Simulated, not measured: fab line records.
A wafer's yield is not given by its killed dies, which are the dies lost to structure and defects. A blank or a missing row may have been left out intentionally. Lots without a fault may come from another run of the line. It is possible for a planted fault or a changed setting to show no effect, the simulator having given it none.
A lot that was struck, set against a sound lot + flow n5 finfet + 22 steps out of a route of 1938
Sound: the wafers L406.3, L406.4, L406.6. Struck: wafer L390.4 (L390.1, L390.5, from the same lot, were not struck and are left out); the cause is given at the end.
Per side, at each step with rows, come the tool, then ch with its chambers, and then its first start. Under that, the readings that differ: sound wafers + struck wafers + difference of the means + sigmas: that difference in standard deviations of wafers without a fault.
alike: same words and numbers on both sides, and readings whose means sit less than 2 such deviations apart. not compared: any withheld reading, any reading some wafer has no value for, any bound like >300 that may hide the same value, and any number with overlapping values for which the record gives no deviation.
A row with sigmas, a row that says differs or no value, or rows on one side alone: a step with any of these is where the two part. When numbers do not overlap yet have no deviation, they are printed without sigmas and do not part them. A reading that every wafer of one side lacks parts them only if that side has two wafers or more.

first, 9 steps without rows for these wafers: N5_MIM_BOT_LITHO_HARDBAKE_09 (time 120 s); N5_MIM_BOT_LITHO_DESCUM_10 (chemistry O2, time 7.9 s); N5_MIM_BOT_ETCH_ETCH_04 (etches SiNx in CF4/O2, target depth 26 nm, time 13 s); N5_MIM_BOT_ETCH_ETCH_03 (etches the open film in Cl2/BCl3, target depth 12 nm); N5_MIM_BOT_ETCH_ETCH_00 (etches TiN in Cl2/BCl3, target depth 45.5 nm); N5_MIM_BOT_ETCH_STRIP_01 (strips in O2); N5_MIM_BOT_ETCH_STRIP_02 (strips in post etch residue remover, time 1200 s); N5_MIM_BOT_ETCH_CLEAN_05 (cleans in IPA, time 180 s); N5_MIM_BOT_ETCH_SRD_06 (time 30 s).
N5_PASSIVATION_PECVD_55: deposits SiO2 from SiH4/N2O, target thk 400 nm, time 22.5 s.
  sound on pecvd-03 ch 0,2, day 18 19:55; struck on pecvd-03 ch 0, day 14 05:59
  alike: chamber pressure Torr, heater power w, showerhead plenum p Torr, throttle valve pct
then, 9 steps without rows for these wafers: N5_PASSIVATION_PECVD_01 (deposits SiNx from SiH4/NH3/N2, target thk 200 nm, time 43.2 s); N5_PASSIVATION_HMDS_03 (time 60 s); N5_PASSIVATION_COAT_04; N5_PASSIVATION_EBR_06; N5_PASSIVATION_SOFTBAKE_05 (time 90 s); N5_PASSIVATION_EXPOSE_07 (exposes mask TV, defocus 0 nm, target cd 3000 nm); N5_PASSIVATION_PEB_08; N5_PASSIVATION_DEVELOP_09 (develop time 60 s); N5_PASSIVATION_HARDBAKE_11 (time 120 s).
N5_PASSIVATION_INSPECT_61: inspects for defects (macro).
  sound on defect inspect-01, day 18 22:40; struck on defect inspect-01, day 14 06:46
| reading          | sound | struck | difference | sigmas |
|------------------|-------|--------|------------|--------|
| raw defect count | 2 3 0 | >300   | differs    |        |
then, 1 step without rows for these wafers: N5_PASSIVATION_DESCUM_12 (chemistry O2, time 7.9 s).
N5_PASSIVATION_PROBE_49:
  record: rows for the struck wafers here (prober-02, day 14 13:41), none for the sound ones

== WHERE THEY PART ==
First at N5_PASSIVATION_INSPECT_61; last, within this record, at N5_PASSIVATION_PROBE_49.

WHY: what the simulator had put in
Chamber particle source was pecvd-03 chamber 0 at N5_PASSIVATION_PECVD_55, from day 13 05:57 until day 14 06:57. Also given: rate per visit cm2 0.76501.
